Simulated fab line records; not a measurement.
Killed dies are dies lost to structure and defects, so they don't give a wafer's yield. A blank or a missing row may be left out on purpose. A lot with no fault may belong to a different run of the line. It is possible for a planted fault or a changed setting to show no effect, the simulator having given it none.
Which tool is to blame? -- flow nand-harc -- 14 lots, 42 wafers sampled, at 5 steps of a route of 1159

## WHAT THE GAUGES SHOWED, per wafer
NHARC_P_CONTACT_INSPECT_14. Usual: 3.7 for raw-defect-count, sd 2.4.
lot,measured,on,raw-defect-count,flag
L308,day 5 15:10,defect-inspect-01,0 5 4,
L311,day 6 07:03,defect-inspect-02,5 2 3,
L310,day 6 07:19,defect-inspect-02,5 4 6,
L309,day 6 12:45,defect-inspect-01,7 12 7,
L314,day 6 22:31,defect-inspect-02,4 2 7,
L316,day 7 08:25,defect-inspect-02,3 2 1,
L315,day 7 09:03,defect-inspect-01,1 5 3,
L317,day 7 19:17,defect-inspect-01,5 6 1,
L320,day 8 22:48,defect-inspect-01,3 0 2,
L321,day 9 00:10,defect-inspect-01,4 2 6,
L319,day 9 01:57,defect-inspect-01,2 2 5,
L323,day 9 06:43,defect-inspect-01,1 6 1,
L326,day 9 19:41,defect-inspect-02,2 3 4,
L325,day 9 20:13,defect-inspect-02,4 5 2,

NHARC_P_CONTACT_CD_MEAS_19. Usual: 89.8 nm for cd-nm, sd 1.1.
lot,measured,on,cd-nm (nm),flag
L308,day 5 16:06,cd-sem-02,89.4 88.8 88.7,
L311,day 6 08:01,cd-sem-02,90.2 90.3 90.7,
L310,day 6 08:30,cd-sem-02,90.2 90.3 89.9,
L309,day 6 13:42,cd-sem-02,87.2 89.1 87.7,
L314,day 6 23:28,cd-sem-02,90.2 91.9 92.5,
L316,day 7 09:50,cd-sem-01,91.1 89.5 89.8,
L315,day 7 10:16,cd-sem-01,90.1 90.4 90.0,
L317,day 7 20:25,cd-sem-03,88.1 87.8 91.8,
L320,day 8 23:44,cd-sem-02,89.4 90.0 89.7,
L321,day 9 01:06,cd-sem-02,89.9 89.1 89.4,
L319,day 9 02:53,cd-sem-02,88.7 87.6 90.2,
L323,day 9 07:47,cd-sem-03,90.5 90.6 88.1,
L326,day 9 20:37,cd-sem-03,88.3 90.8 88.3,
L325,day 9 21:18,cd-sem-02,88.3 90.1 89.4,

NHARC_P_M0_CD_MEAS_09 targets a cd of 90 nm. Usual: 89.8 nm for cd-nm, sd 0.56.
lot,measured,on,cd-nm (nm),flag
L308,day 5 19:15,cd-sem-02,89.8 90.0 89.5,
L311,day 6 12:15,cd-sem-02,90.1 90.3 90.0,
L310,day 6 16:46,cd-sem-02,89.7 88.7 89.8,
L309,day 6 17:53,cd-sem-03,89.9 90.5 89.2,
L314,day 7 02:37,cd-sem-02,90.3 90.1 90.8,
L316,day 7 13:03,cd-sem-03,89.3 88.9 88.7,
L315,day 7 15:01,cd-sem-03,88.8 89.5 89.1,
L317,day 8 03:41,cd-sem-03,89.6 90.0 89.6,
L320,day 9 05:15,cd-sem-02,89.1 89.4 89.8,
L321,day 9 05:54,cd-sem-03,90.7 90.8 91.0,
L319,day 9 06:46,cd-sem-01,89.6 89.5 89.9,
L323,day 9 12:29,cd-sem-02,89.5 89.9 90.2,
L326,day 10 02:29,cd-sem-02,75.2 75.4 76.1,OFF
L325,day 10 03:09,cd-sem-01,76.3 76.3 75.5,OFF

## WHICH TOOL RAN EACH LOT (tool, then ch and the chambers of the sampled wafers, then the start)
lot,NHARC_P_CONTACT_ETCH_35,NHARC_P_M0_PEB_07
L308,"rie-diel-06 ch 2,3, day 5 15:19","litho-track-06 ch 0, day 5 19:10"
L311,"rie-diel-09 ch 1,2,3, day 6 07:11","litho-track-01 ch 0, day 6 12:10"
L310,"rie-diel-06 ch 0,3, day 6 07:30","litho-track-01 ch 0, day 6 16:42"
L309,"rie-diel-09 ch 0,1,2, day 6 12:54","litho-track-04 ch 0, day 6 17:49"
L314,"rie-diel-06 ch 0,2,3, day 6 22:40","litho-track-01 ch 0, day 7 02:32"
L316,"rie-diel-06 ch 0,3, day 7 08:40","litho-track-06 ch 0, day 7 12:58"
L315,"rie-diel-06 ch 0,3, day 7 09:20","litho-track-04 ch 0, day 7 14:57"
L317,"rie-diel-09 ch 0,1,2, day 7 19:26","litho-track-04 ch 0, day 8 03:37"
L320,"rie-diel-06 ch 0,1,2, day 8 22:57","litho-track-01 ch 0, day 9 05:10"
L321,"rie-diel-06 ch 0,1, day 9 00:19","litho-track-04 ch 0, day 9 05:49"
L319,"rie-diel-09 ch 0,2,3, day 9 02:07","litho-track-04 ch 0, day 9 06:42"
L323,"rie-diel-06 ch 0,3, day 9 06:54","litho-track-01 ch 0, day 9 12:25"
L326,"rie-diel-01 ch 0,2, day 9 19:50","litho-track-01 ch 0, day 10 02:24"
L325,"rie-diel-06 ch 1,3, day 9 20:23","litho-track-01 ch 0, day 10 03:04"
- NHARC_P_CONTACT_ETCH_35: etches the open film in CF4, target depth 39 nm, time 65 s.
- NHARC_P_M0_PEB_07: peb time 65 s.

## WHAT THE TOOLS THEMSELVES READ (means of the sampled wafers that have a number; where no wafer has one, the mark that the record gives instead)
NHARC_P_CONTACT_ETCH_35. Usual: bias-w 100.00 W, standard deviation 0.27; chamber-pressure-mTorr 50.00 mTorr, standard deviation 0.044; drypump-motor-current-A 5.6 A, standard deviation 0.5; mfc-ar-sccm 0.004 sccm, standard deviation 0.0079; oes-product-au 1.000 a.u., standard deviation 0.0071; rf-vpp-V 151.3 V, standard deviation 1.2; showerhead-plenum-p-Torr 1.77 Torr, standard deviation 0.051; throttle-valve-pct 13.283 %, standard deviation 0.009.
lot,tool,bias-w (W),chamber-pressure-mTorr (mTorr),drypump-motor-current-A (A),mfc-ar-sccm (sccm),oes-product-au (a.u.),rf-vpp-V (V),showerhead-plenum-p-Torr (Torr),throttle-valve-pct (%),flag
L308,rie-diel-06,100.08,50.04,5.4,0.000,0.996,151.0,1.76,13.280,
L311,rie-diel-09,100.18,49.97,5.7,0.007,0.996,151.1,1.76,13.291,
L310,rie-diel-06,99.99,50.01,5.9,0.000,1.002,151.0,1.72,13.282,
L309,rie-diel-09,99.86,49.98,5.6,0.002,0.999,151.5,1.79,13.278,
L314,rie-diel-06,99.94,49.98,5.6,0.000,1.001,150.3,1.74,13.277,
L316,rie-diel-06,99.83,50.01,5.9,0.000,1.005,150.5,1.72,13.283,
L315,rie-diel-06,99.77,49.96,5.9,0.000,1.011,150.0,1.72,13.292,
L317,rie-diel-09,100.05,49.99,5.5,0.002,0.987,151.8,1.79,13.277,
L320,rie-diel-06,99.90,49.97,5.6,0.000,1.001,151.6,1.76,13.291,
L321,rie-diel-06,99.74,50.00,5.9,0.000,1.001,151.0,1.76,13.288,
L319,rie-diel-09,99.81,49.99,5.7,0.005,1.003,151.5,1.78,13.277,
L323,rie-diel-06,99.84,49.99,5.9,0.000,1.003,150.6,1.72,13.285,
L326,rie-diel-01,100.16,49.97,5.1,0.027,0.999,151.1,1.82,13.276,
L325,rie-diel-06,100.20,50.02,6.0,0.000,1.001,150.3,1.75,13.291,

NHARC_P_M0_PEB_07. Usual: heater-power-total-W 156.6 W, standard deviation 0.4; plate-temp-C 100.01 C, standard deviation 0.13.
lot,tool,heater-power-total-W (W),plate-temp-C (C),flag
L308,litho-track-06,156.4,99.98,
L311,litho-track-01,156.7,99.94,
L310,litho-track-01,156.5,100.14,
L309,litho-track-04,156.9,100.03,
L314,litho-track-01,156.5,99.91,
L316,litho-track-06,156.8,100.06,
L315,litho-track-04,156.5,99.98,
L317,litho-track-04,156.2,100.16,
L320,litho-track-01,156.4,100.06,
L321,litho-track-04,157.0,99.85,
L319,litho-track-04,157.1,100.17,
L323,litho-track-01,156.5,99.95,
L326,litho-track-01,148.8,96.55,OFF
L325,litho-track-01,149.0,96.44,OFF

## THE ANSWER, worked out from the rows above alone
Rule: lot off if the mean of its wafers having a number is beyond 3 standard deviations from the usual mean. A lot without any number at a reading at which 4 lots or more have one is off too. All remaining lots with rows at the step are treated as sound. First the gauges in route order, then the tools' own readings, where a lot's mean is used as printed above. At the first step where some lot is off, the reading lying furthest off is the one used; lots without a number count as furthest.
Off at NHARC_P_M0_CD_MEAS_09 (cd-nm): L326, L325.
A tool fits if, at a process step before that reading, it ran every lot that is off, and no sound lot after the first of them. Not tried: the gauges at NHARC_P_M0_CD_MEAS_09; whatever is off there is also off at NHARC_P_M0_PEB_07, on other tools, and gauge error can't account for it. One candidate fits, namely litho-track-01 at NHARC_P_M0_PEB_07. A fault onset in the window from L323 (day 9 12:25, its last sound lot) to L326 (day 10 02:24, its first lot off) fits.
The tool's own readings at NHARC_P_M0_PEB_07 bear it out: on the lots that are off they differ by more than 5 times the standard deviation of the sound lots' means. heater-power-total-W reads 148.9 W there against 156.6 W on the sound lots; plate-temp-C reads 96.50 C there against 100.02 C on the sound lots.

## WHAT WAS PUT IN BY THE SIMULATOR
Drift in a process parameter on litho-track-01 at NHARC_P_M0_PEB_07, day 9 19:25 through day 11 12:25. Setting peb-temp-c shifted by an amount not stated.
Lots struck among those shown: L326, L325. This agrees with what the rule above found.
